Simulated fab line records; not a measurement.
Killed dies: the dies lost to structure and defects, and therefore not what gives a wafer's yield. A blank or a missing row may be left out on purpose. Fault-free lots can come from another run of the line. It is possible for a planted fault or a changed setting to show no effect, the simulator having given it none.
Matching of chambers + flow n5_finfet + N5_BEOL_M0_SAQP_ETCH_88 on rie_diel-04: 4 sister chambers
The step etches underlayer in N2/H2, target depth 6.5 nm, time 5.2 s. 14 wafers are shown with their chamber, then 7 later ones without.

## WAFERS PAIRED WITH THEIR CHAMBERS
| wafer  | chamber | drypump_motor_current_A (A) | throttle_valve_pct (%) | showerhead_plenum_p_Torr (Torr) |
|--------|---------|-----------------------------|------------------------|---------------------------------|
| L078.2 | 0       | 5.9                         | 18.22                  | 2.55                            |
| L078.3 | 2       | 5.7                         | 18.50                  | 2.43                            |
| L078.6 | 3       | 5.2                         | 17.81                  | 2.49                            |
| L080.4 | 0       | 5.9                         | 18.23                  | 2.55                            |
| L080.5 | 2       | 5.7                         | 18.49                  | 2.43                            |
| L080.6 | 1       | 5.3                         | 17.81                  | 2.51                            |
| L081.3 | 2       | 5.7                         | 18.50                  | 2.42                            |
| L081.5 | 0       | 5.9                         | 18.27                  | 2.55                            |
| L081.6 | 3       | 5.2                         | 17.84                  | 2.49                            |
| L089.1 | 3       | 5.2                         | 17.86                  | 2.48                            |
| L089.5 | 2       | 5.7                         | 18.51                  | 2.42                            |
| L089.6 | 1       | 5.2                         | 17.81                  | 2.51                            |
| L093.1 | 2       | 5.7                         | 18.53                  | 2.42                            |
| L093.3 | 1       | 5.3                         | 17.82                  | 2.51                            |

SIGNATURES, as means of the wafers listed above
| reading                  | chamber 0 | chamber 1 | chamber 2 | chamber 3 | scatter within a chamber |
|--------------------------|-----------|-----------|-----------|-----------|--------------------------|
| drypump_motor_current_A  | 5.900     | 5.267     | 5.700     | 5.200     | 0.0258                   |
| throttle_valve_pct       | 18.2400   | 17.8133   | 18.5060   | 17.8367   | 0.0191                   |
| showerhead_plenum_p_Torr | 2.5500    | 2.5100    | 2.4240    | 2.4867    | 0.00432                  |
Rule: for each reading, subtract the chamber's mean from the wafer's reading, divide by that reading's scatter and square the result; add these up over the readings and take the root, which gives the wafer's distance from the chamber. The wafer belongs to the nearest chamber; if the next one is less than 2 further off, it can't be placed. The scatter: take each reading less its chamber's mean, square it, sum over the shown wafers, divide by the number of wafers less the number of chambers, and take the root.

## WAFERS MISSING THEIR CHAMBER
| wafer  | drypump_motor_current_A (A) | throttle_valve_pct (%) | showerhead_plenum_p_Torr (Torr) |
|--------|-----------------------------|------------------------|---------------------------------|
| L093.4 | 5.9                         | 18.28                  | 2.54                            |
| L096.3 | 5.1                         | 17.83                  | 2.48                            |
| L096.5 | 5.1                         | 17.86                  | 2.48                            |
| L096.6 | 5.9                         | 18.32                  | 2.54                            |
| L097.2 | 5.9                         | 18.31                  | 2.54                            |
| L097.3 | 5.1                         | 17.88                  | 2.48                            |
| L097.5 | 5.9                         | 18.31                  | 2.54                            |

## EACH ONE'S CHAMBER
| wafer  | from the rows above | in truth |
|--------|---------------------|----------|
| L093.4 | 0                   | 0        |
| L096.3 | 3                   | 3        |
| L096.5 | 3                   | 3        |
| L096.6 | 0                   | 0        |
| L097.2 | 0                   | 0        |
| L097.3 | 3                   | 3        |
| L097.5 | 0                   | 0        |
Placed correctly: 7 of 7. Number that these rows cannot place: 0. Number placed wrongly: 0.
